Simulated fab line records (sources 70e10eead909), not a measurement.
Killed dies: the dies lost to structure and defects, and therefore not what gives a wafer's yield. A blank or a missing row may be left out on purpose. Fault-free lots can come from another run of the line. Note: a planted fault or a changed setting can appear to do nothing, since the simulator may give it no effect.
8D (eight disciplines) problem report, filled in by code :: flow nand-harc :: the parts of the form that need people (team, actions taken, sign-off) are left out

== 1. THE PROBLEM ==
At NHARC_A_M1_INSPECT_11, raw-defect-count averages 933 over 6 wafers from 2 lots, while fault-free wafers read 85, standard deviation 44. Relative to the usual mean, that is a shift of +19 standard deviations.
Seen first at day 23 19:19 on defect-inspect-02, wafer L592.1. At this step, 36 wafers from 12 lots have a number in the record. Rule for "out" (also "out of limits"): further than 4 standard deviations from the usual mean. All remaining wafers that have a number are taken as sound.

== 2. WHAT IT IS; WHAT IT IS NOT ==
question: which readings at this step
is: raw-defect-count
is not: -

question: which lots
is: L591, L592
is not: L589, L600, L602, L603, L605, L606, L607, L608, L609, L610

question: which wafers of those lots
is: all that have a number
is not: -

question: read on which gauges
is: defect-inspect-02
is not: defect-inspect-01

question: when
is: from day 23 19:19
is not: up to then (3 sound wafers); but 27 sound wafers of L600, L602, L603, L605, L606, L607, L608, L609, L610 came after

== 3. SUSPECTS, AND WHAT RULES EACH OUT ==
Counting: any tool at a process step up to the reading is kept as a suspect provided that every lot that is out went through it and no sound lot did after the first of them.
- the gauge at NHARC_A_M1_INSPECT_11: kept. All the wafers that are out were read on defect-inspect-02, and no step on other tools shows them out.
- pecvd-02 at NHARC_A_M0_PRE_CLEAN_31 (time 12 s): ruled out as a lasting fault. The sound lots L609 went through it after L592, its earliest lot that is out (day 23 17:52).
- pecvd-04 at NHARC_A_M1_DEP_00 (deposits SiOC, target thk 182.5 nm): ruled out as a lasting fault. The sound lots L606, L609, L607, L610 went through it after L592, its earliest lot that is out (day 23 18:24).
The count leaves defect-inspect-02 at NHARC_A_M1_INSPECT_11.

== 4. THE CAUSE (what the simulator had put in) ==
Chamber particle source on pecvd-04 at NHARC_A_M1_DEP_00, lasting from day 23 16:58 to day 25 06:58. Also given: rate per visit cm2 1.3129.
The count ruled it out by mistake, since the rule takes a fault to strike every lot its tool runs from the start of the fault on, and this one did not do so.

== 5. THE CHAIN OF EFFECTS, in route order ==
Rows list readings where the struck wafers' mean (over those with a number) sits beyond 3 standard deviations from the usual. Readings are gone through only where the record gives a usual standard deviation; hours: the median, over the lots, of the time from a lot's start at the first step in this table giving one to that lot's start at this step; sigmas: the change measured in usual standard deviations.
hours: 0
step: NHARC_A_M1_INSPECT_11
reading: raw-defect-count
usual: 85
on struck wafers: 933
change: +848
sigmas: +19
Later measuring or inspecting steps at which every struck wafer that the step has a row for has a number for every such reading, and none has moved that far: NHARC_END_SORT_01.

== 6. HOW IT WOULD HAVE BEEN CAUGHT EARLIER ==
In this record the first reading out of limits at a measuring or inspecting step was taken at day 23 19:19, 2 hours after the fault began at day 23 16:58.
An alarm limit of 4 standard deviations would not have fired on the tool readings at NHARC_A_M1_DEP_00 for which the record gives a usual standard deviation, since none of them was out on any struck wafer.
